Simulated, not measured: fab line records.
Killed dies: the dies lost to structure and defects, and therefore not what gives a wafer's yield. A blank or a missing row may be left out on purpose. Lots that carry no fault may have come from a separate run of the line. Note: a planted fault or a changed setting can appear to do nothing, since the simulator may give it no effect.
A single fault, viewed from 2 desks + flow n5_finfet + what lay behind the numbers comes last; until then each desk has only its own

== THE METROLOGY DESK ==
Lot by lot, what the gauges showed, no matter which tool ran the lot: averages of those sampled wafers that carry a number. Marked OUT: a lot whose mean sits more than 4 standard deviations from the usual mean, which makes it out of limits; the brackets give that distance. Readings shown: 7 out of 11 (the first out of limits, and those lying furthest out on some lot).
Columns: A = M0_RS at N5_BEOL_M0_RS_MEAS_126, usual 0.531 ohm/sq; B = DIBL_P at N5_BEOL_M4_RC_MEAS_101, usual 34.8 mV/V; C = IOFF_N at N5_BEOL_M4_RC_MEAS_101, usual 0.15 nA/um; D = ION_N at N5_BEOL_M4_RC_MEAS_101, usual 677 uA/um; E = ION_P at N5_BEOL_M4_RC_MEAS_101, usual 462 uA/um; F = SS_N at N5_BEOL_M4_RC_MEAS_101, usual 71.4 mV/dec; G = VT_P at N5_BEOL_M4_RC_MEAS_101, usual -251 mV
| lot  | first seen here | A                | B    | C    | D   | E   | F    | G    |
|------|-----------------|------------------|------|------|-----|-----|------|------|
| L368 | day 6 10:27     | 0.515            | 36.8 | 0.18 | 675 | 450 | 72.3 | -256 |
| L370 | day 6 15:22     | 0.522            | 33.6 | 0.13 | 675 | 455 | 71.1 | -256 |
| L374 | day 7 14:23     | 0.525            | 34.0 | 0.14 | 667 | 454 | 71.2 | -256 |
| L376 | day 8 06:22     | 0.520            | 34.7 | 0.16 | 670 | 464 | 72.1 | -248 |
| L378 | day 8 13:31     | 0.520            | 34.8 | 0.14 | 662 | 455 | 71.2 | -251 |
| L379 | day 9 06:31     | 0.546            | 35.7 | 0.16 | 680 | 464 | 71.6 | -250 |
| L381 | day 9 13:07     | 0.539            | 34.0 | 0.14 | 679 | 466 | 71.3 | -249 |
| L384 | day 10 09:27    | 0.625 (+4.9) OUT | 36.8 | 0.15 | 670 | 466 | 71.6 | -248 |
| L387 | day 10 19:49    | 0.627 (+5.1) OUT | 37.8 | 0.19 | 695 | 472 | 72.2 | -247 |
| L388 | day 11 07:07    | 0.800 (+14) OUT  | 36.6 | 0.17 | 682 | 459 | 71.9 | -254 |
Finding of this desk: L384, L387, L388 out of limits, first seen on L384 at day 10 09:27 (M0_RS at N5_BEOL_M0_RS_MEAS_126). In limits: L368, L370, L374, L376, L378, L379, L381.

== AT THE TOOL OWNER'S DESK: pecvd-02 ==
The tool's own readings at N5_BEOL_M0_SAQP_ILD_DEP_01 (deposits SiOC from DEMS/O2, target thk 45.419 nm, time 8.7 s): means of the sampled wafers that have a number, for each lot that ran on this tool. Marked OUT: a lot whose mean sits more than 4 standard deviations from the usual mean, which makes it out of limits; the brackets give that distance.
Columns: A = heater_power_w at N5_BEOL_M0_SAQP_ILD_DEP_01, usual 483 W; B = showerhead_plenum_p_Torr at N5_BEOL_M0_SAQP_ILD_DEP_01, usual 5.699 Torr; C = throttle_valve_pct at N5_BEOL_M0_SAQP_ILD_DEP_01, usual 11.9 %
| lot  | first seen here | A   | B     | C    |
|------|-----------------|-----|-------|------|
| L368 | day 5 15:47     | 449 | 5.712 | 12.4 |
| L374 | day 6 23:07     | 455 | 5.708 | 12.2 |
| L376 | day 7 18:22     | 429 | 5.713 | 12.8 |
| L378 | day 7 21:22     | 459 | 5.709 | 12.1 |
| L379 | day 8 08:53     | 483 | 5.706 | 12.5 |
| L384 | day 9 18:14     | 438 | 5.706 | 12.4 |
| L387 | day 10 06:59    | 460 | 5.713 | 11.5 |
| L388 | day 10 16:02    | 432 | 5.708 | 12.4 |
Result from this desk: across the 8 lots, nothing is out of limits.

== ALL TOGETHER ==
L384, L387, L388 would have let the metrology desk raise an alarm at day 10 09:27.
The desk of the tool owner found nothing out of limits.
Tool owner's desk: L384, L387, L388 on record, inside its limits.
N5_BEOL_M0_SAQP_ILD_DEP_01 was run on pecvd-02 by each of the lots named.

== WHAT THE SIMULATOR HAD PUT IN ==
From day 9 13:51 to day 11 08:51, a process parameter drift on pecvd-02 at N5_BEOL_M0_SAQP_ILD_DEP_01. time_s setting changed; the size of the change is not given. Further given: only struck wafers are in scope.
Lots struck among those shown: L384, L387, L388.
Per desk, hours elapsed from the start of the fault to the first reading out of limits: for the metrology desk, 20.
